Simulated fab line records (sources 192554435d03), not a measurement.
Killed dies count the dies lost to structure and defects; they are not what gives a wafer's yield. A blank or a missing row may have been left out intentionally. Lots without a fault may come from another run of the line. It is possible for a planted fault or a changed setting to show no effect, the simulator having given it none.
Struck lot and sound lot, side by side    flow n5Finfet    37 out of 1938 route steps
Sound: wafers L892.3, L892.4, L892.5. Wafers L885.1, L885.5, L885.6 were the ones struck. The cause comes at the end.
Each step with rows lists, per side, the tool, then ch with its chambers, then its first start. Under that, the readings that differ: sound wafers    struck wafers    difference of the means    sigmas: that difference in standard deviations of wafers without a fault.
alike: words and numbers the same on both sides, and readings whose means are apart by under 2 such deviations; not compared: readings that were withheld, readings missing a value for some wafer, numbers with overlapping values and no deviation given by the record, and bounds like >300 which may hide the same value.
A row with sigmas, a row that says differs or no value, or rows on one side alone: a step with any of these is where the two part. When numbers do not overlap yet have no deviation, they are printed without sigmas and do not part them. A reading missing from all wafers of one side parts the sides only when that side holds two or more wafers.

first, 9 steps without rows for these wafers: N5_BEOL_M11_PEB_26 (peb time 60 s); N5_BEOL_M11_DEVELOP_27 (develop time 30 s); N5_BEOL_M11_DESCUM_33 (chemistry O2, time 7.9 s); N5_BEOL_M11_ETCH_65 (etches SiARC in CF4, target depth 39 nm, time 65 s); N5_BEOL_M11_ETCH_66 (etches SOC in N2/H2, target depth 120 nm, overetch 24 nm, time 180 s); N5_BEOL_M11_STRIP_69 (strips in N2/H2); N5_BEOL_M11_VIA_ETCH_34 (etches SiCOH lowk in C4F6/O2, target depth 184.5 nm, time 69.2 s); N5_BEOL_M11_STRIP_73 (strips in C4F6/O2); N5_BEOL_M11_STRIP_36 (strips in N2/H2).
N5_BEOL_M11_TRENCH_ETCH_37: etches SiCOH lowk in C4F6/O2, target depth 148.83 nm, time 48 s.
  sound on rieDiel-05 ch 0,2, day 17 12:25; struck on rieDiel-06 ch 0,1,2, day 15 12:01
reading                                     sound              struck             difference  sigmas
oesProductAu (a.u.)                         0.70 0.84 0.85     0.54 0.53 0.62     -0.23       -3
model.BEOL_M11.featureDepthNm (nm)          147.6 148.6 149.2  88.2 87.4 86.2     -61.2       
model.etch.depthNm (nm)                     147.7 148.5 149.3  88.29 87.35 86.12  -61.25      
model.TiN_of_BEOL_M11_HM_DEP_02.thkNm (nm)  16 16 16.2         17.8 17.8 17.8     +1.7        
  alike: drypumpMotorCurrentA, rfVppV, showerheadPlenumPTorr, throttleValvePct
  not compared: rfHoursCounterH
then, 2 steps without rows for these wafers: N5_BEOL_M11_ETCH_41 (etches SiCN in CH3F/O2, target depth 42.6 nm, time 86 s); N5_BEOL_M11_STRIP_77 (strips in N2/H2, time 10 s).
N5_BEOL_M11_OCD_MEAS_38:
  struck on ocd-02, day 15 12:13; sound on ocd-01, day 17 12:37
reading             sound              struck          difference  sigmas
trenchDepthNm (nm)  147.2 148.5 148.9  88.4 87.1 85.9  -61.1       -29
then, 13 steps without rows for these wafers: N5_BEOL_M11_HM_STRIP_39 (strips TiN in peroxide tin strip, target depth 25 nm, time 158 s); N5_BEOL_M11_SRD_40 (time 30 s); N5_BEOL_M11_PRECLEAN_42 (cleans in residue remover, time 60 s); N5_BEOL_M11_SRD_43 (time 30 s); N5_BEOL_M11_CURE_72 (cures SiCOH lowk, time 120 s); N5_BEOL_M11_DEGAS_44 (time 60 s); N5_BEOL_M11_PRE_CLEAN_45 (time 30 s); N5_BEOL_M11_ALD_74 (deposits TaN, target thk 2 nm, pulse time 2 s, purge time 3 s); N5_BEOL_M11_SURFACE_TREAT_76; N5_BEOL_M11_CVD_75 (deposits Co from CCTBA/H2, target thk 2 nm, time 138.9 s); N5_BEOL_M11_SPUTTER_48 (material Cu, target thk 12 nm, time 2 s); N5_BEOL_M11_ECD_50 (material Cu, target thk 318 nm); N5_BEOL_M11_ANNEAL_51 (time 90 s).
N5_BEOL_M11_CMP_52: polishes, stops on SiCOH lowk, t overpolish 7 s, target thk 140 nm.
  sound on cmp-01 ch 0,1,3, day 17 14:56; struck on cmp-03 ch 0,1, day 15 14:25
reading                                 sound            struck          difference  sigmas
model.Cu_of_BEOL_M11_ECD_50.thkNm (nm)  138 138.6 141.4  80.8 78.6 78.4  -60.1       
  alike: motorCurrentA
N5_BEOL_M11_THK_MEAS_53: measures by xrf.
  struck on filmMetro-01, day 15 14:43; sound on filmMetro-01, day 17 15:09
reading       sound              struck          difference  sigmas
M11_THK (nm)  139.0 140.0 143.0  81.0 79.2 78.9  -61.0       -24
then, 2 steps without rows for these wafers: N5_BEOL_M11_PRE_CLEAN_55 (time 15 s); N5_BEOL_M11_DEP_56 (deposits SiCN from 3MS/NH3, target thk 30 nm, time 10.5 s).
N5_BEOL_M11_RS_MEAS_57: measures by four-point-probe.
  struck on filmMetro-01, day 15 14:50; sound on filmMetro-01, day 17 15:17
reading          sound                 struck                difference  sigmas
M11_RS (ohm/sq)  0.1528 0.1520 0.1491  0.2816 0.2915 0.2918  +0.1370     +51
then, 5 steps without rows for these wafers: N5_BEOL_M12_ILD_DEP_00 (deposits SiOC from DEMS/O2, target thk 658.92 nm, time 130.7 s); N5_BEOL_M12_COAT_58 (time 60 s, resist thk 89 nm); N5_BEOL_M12_COAT_04 (resist thk 400 nm); N5_BEOL_M12_EBR_06; N5_BEOL_M12_SOFTBAKE_05 (time 60 s).
N5_BEOL_M15_RC_MEAS_101:
  sound on prober-02 ch 0, day 18 16:19; struck on prober-02 ch 0, day 17 01:08
reading                     sound           struck          difference  sigmas
SERP_M11 (ohm/um)           3.17 3.16 3.07  5.77 5.90 5.87  +2.71       +37
SERP_M11_max_site (ohm/um)  3.25 3.21 3.11  5.96 6.01 6.13  +2.84       +36
  alike: COMB_M10, COMB_M12, COMB_M13, COMB_M14, COMB_M15, COMB_M5, COMB_M6, COMB_M7, COMB_M8, COMB_M9, SERP_M10, SERP_M12, SERP_M13, SERP_M14, SERP_M5, SERP_M6, SERP_M7, SERP_M8, SERP_M9

WHERE THEY PART
Earliest at N5_BEOL_M11_TRENCH_ETCH_37; latest, in this record, at N5_BEOL_M15_RC_MEAS_101.

WHY: what had been put in by the simulator
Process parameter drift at N5_BEOL_M11_TRENCH_ETCH_37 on rieDiel-06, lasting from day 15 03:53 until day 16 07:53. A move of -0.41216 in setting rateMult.
